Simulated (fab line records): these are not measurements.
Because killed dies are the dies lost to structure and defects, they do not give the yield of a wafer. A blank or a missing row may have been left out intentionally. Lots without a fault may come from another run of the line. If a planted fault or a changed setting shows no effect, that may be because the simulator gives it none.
Chamber matching	flow n5 finfet	N5_DUMMY_GATE_ETCH_37 on rie diel-05: 4 sister chambers
The step etches SOC in N2/H2, target depth 60 nm, overetch 30 nm. 20 wafers are shown with their chamber, then 10 later ones without.

== WAFERS, EACH WITH ITS CHAMBER ==
wafer	chamber	showerhead plenum p Torr (Torr)	throttle valve pct (%)	oes product au (a.u.)
L074.3	2	2.48	17.81	0.67
L074.5	0	2.44	18.10	0.57
L074.6	2	2.48	17.80	0.68
L075.1	0	2.44	18.11	0.57
L075.2	1	2.56	18.19	0.58
L075.6	3	2.72	17.60	0.73
L078.1	1	2.56	18.19	0.57
L078.2	3	2.72	17.63	0.72
L078.3	2	2.48	17.82	0.67
L078.4	0	2.44	18.11	0.56
L078.5	1	2.56	18.20	0.57
L078.6	2	2.48	17.82	0.67
L081.1	3	2.71	17.62	0.72
L081.4	2	2.48	17.84	0.66
L081.5	3	2.71	17.62	0.72
L082.1	1	2.55	18.21	0.57
L082.3	3	2.71	17.63	0.72
L082.4	0	2.44	18.12	0.56
L084.2	2	2.47	17.83	0.65
L084.3	0	2.43	18.14	0.56

SIGNATURES (means of the wafers above)
reading	chamber 0	chamber 1	chamber 2	chamber 3	scatter within a chamber
showerhead plenum p Torr	2.4380	2.5575	2.4783	2.7140	0.00473
throttle valve pct	18.1160	18.1975	17.8200	17.6200	0.0132
oes product au	0.5640	0.5725	0.6667	0.7220	0.00711
Rule: a wafer's distance from a chamber is the root of the sum, over the readings, of the square of ((its reading less the chamber's mean) divided by the reading's scatter). The wafer belongs to the nearest chamber; if the next one is less than 2 further off, it can't be placed. How the scatter is found: for the shown wafers, subtract from each reading the mean of its chamber, square and add these, divide the total by (wafers less chambers), then take the root.

== WAFERS MISSING THEIR CHAMBER ==
wafer	showerhead plenum p Torr (Torr)	throttle valve pct (%)	oes product au (a.u.)
L084.5	2.43	18.13	0.56
L085.2	2.47	17.84	0.66
L085.3	2.55	18.22	0.56
L085.4	2.43	18.13	0.56
L087.1	2.47	17.84	0.65
L087.3	2.55	18.22	0.57
L087.6	2.71	17.62	0.70
L096.1	2.46	17.88	0.64
L096.2	2.43	18.18	0.55
L096.4	2.54	18.25	0.56

== EACH ONE'S CHAMBER ==
wafer	from the rows above	in truth
L084.5	0	0
L085.2	2	2
L085.3	1	1
L085.4	0	0
L087.1	2	2
L087.3	1	1
L087.6	3	3
L096.1	2	2
L096.2	0	0
L096.4	1	1
Placed correctly: 10 of 10. Not placeable from these rows: 0. Wrongly placed: 0.
